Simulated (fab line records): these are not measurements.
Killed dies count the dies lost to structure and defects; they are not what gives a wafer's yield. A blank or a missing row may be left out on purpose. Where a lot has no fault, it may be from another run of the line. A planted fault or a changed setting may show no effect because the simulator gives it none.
Split-lot study -- flow n5 finfet -- 7 lots, 21 wafers read, on a route of 1938 steps

## ON THE SPLIT
At N5_FIN_CUT_ETCH_21 (etches SOC in N2/H2, target depth 219 nm, overetch 43.8 nm, time 523.5 s), the setting time s was moved away from the recipe's 523.5 s on 6 of the 21 wafers read, by -22.0% to +10.3%. For the rest of the wafers, this setting stayed at what the recipe calls for.

The split's own step is where the reading is taken.

## THE READING
SiARC_of_FIN_CUT_COAT_19.thk nm (the simulator's own value, which no gauge read), in nm, at N5_FIN_CUT_ETCH_21 (etches SOC in N2/H2, target depth 219 nm, overetch 43.8 nm, time 523.5 s). The file does not state a usual value for it. Average 11.9 nm, standard deviation 0.16 nm, over the 15 wafers here run with the recipe.

wafer,"tool, chamber at the split","time s as run, s",against the recipe,"SiARC_of_FIN_CUT_COAT_19.thk nm, nm",against lot-mates on the recipe
L084.3,"rie diel-02, 1",523.5,recipe,12,-
L084.4,"rie diel-02, 3",523.5,recipe,11.8,-
L084.5,"rie diel-02, 1",577.2,+10.3%,11,-0.9
L085.1,"rie diel-03, 0",408.4,-22.0%,13.6,+1.5
L085.2,"rie diel-03, 1",523.5,recipe,12,-
L085.3,"rie diel-03, 3",523.5,recipe,12.2,-
L086.3,"rie diel-02, 3",523.5,recipe,11.8,-
L086.4,"rie diel-02, 1",523.5,recipe,12,-
L086.5,"rie diel-02, 1",523.5,recipe,12,-
L089.1,"rie diel-01, 2,1,2",523.5,recipe,11.8,-
L089.5,"rie diel-01, 2,1,2",523.5,recipe,11.8,-
L089.6,"rie diel-01, 2,1,2",523.5,recipe,11.8,-
L090.2,"rie diel-02, 1",523.5,recipe,11.8,-
L090.4,"rie diel-02, 2",523.5,recipe,12.2,-
L090.5,"rie diel-02, 3",566.4,+8.2%,11,-1.0
L096.1,"rie diel-01, 2",490.4,-6.3%,12.6,+0.8
L096.2,"rie diel-01, 0",523.5,recipe,11.8,-
L096.6,"rie diel-01, 0",490.4,-6.3%,12.4,+0.6
L097.2,"rie diel-01, 3",481.9,-7.9%,12.4,+0.4
L097.4,"rie diel-01, 2",523.5,recipe,12.2,-
L097.5,"rie diel-01, 0",523.5,recipe,11.8,-
The file does not say which wafer passed through which chamber wherever a row lists several chambers: such a row stands for several wafers.

THE FIT
A straight line over all 21 wafers: SiARC_of_FIN_CUT_COAT_19.thk nm changes by -0.0819 nm for each +1% of time s; r = -0.95; the points scatter about the line by 0.16 nm.
The same after taking each lot's own level away (the mean of its wafers on the recipe; 21 wafers): -0.0789 nm for each +1%; r = -0.95; scatter 0.17 nm.
According to that fit, moving time s by its largest amount changes the reading by 1.7 nm.
The lots' own levels span 11.80 to 12.10 nm, that is 1.9 times the standard deviation above.
Hence the lot-to-lot level has little effect on the slope; both slopes agree.
Check: for one of the wafers moved furthest among these (-22.0%), held out of the fit, the line's prediction against its lot-mates is +2.04 nm. Against them it came out at +1.5 nm.

## THE OTHER SPLITS THESE WAFERS WENT THROUGH
Other splits were also applied to these wafers ahead of the reading. Each is held against what the fit with the lots' levels taken away leaves over:
other split on the same wafers,wafers away from the commonest value,r with SiARC_of_FIN_CUT_COAT_19.thk nm (lot level and that fit taken away)
N5_PMOS_HMC_CHANNEL_EPI_COAT_03 spin rpm,5,-0.09
N5_PMOS_HMC_CHANNEL_EPI_DEVELOP_08 develop time s,9,-0.24
N5_FIN_SAQP_ETCH_65 time s,4,-0.39

## THE FILE'S OWN FIT
SiARC_of_FIN_CUT_COAT_19.thk nm changes by -0.0764 nm for each +1% of time s, r = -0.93.
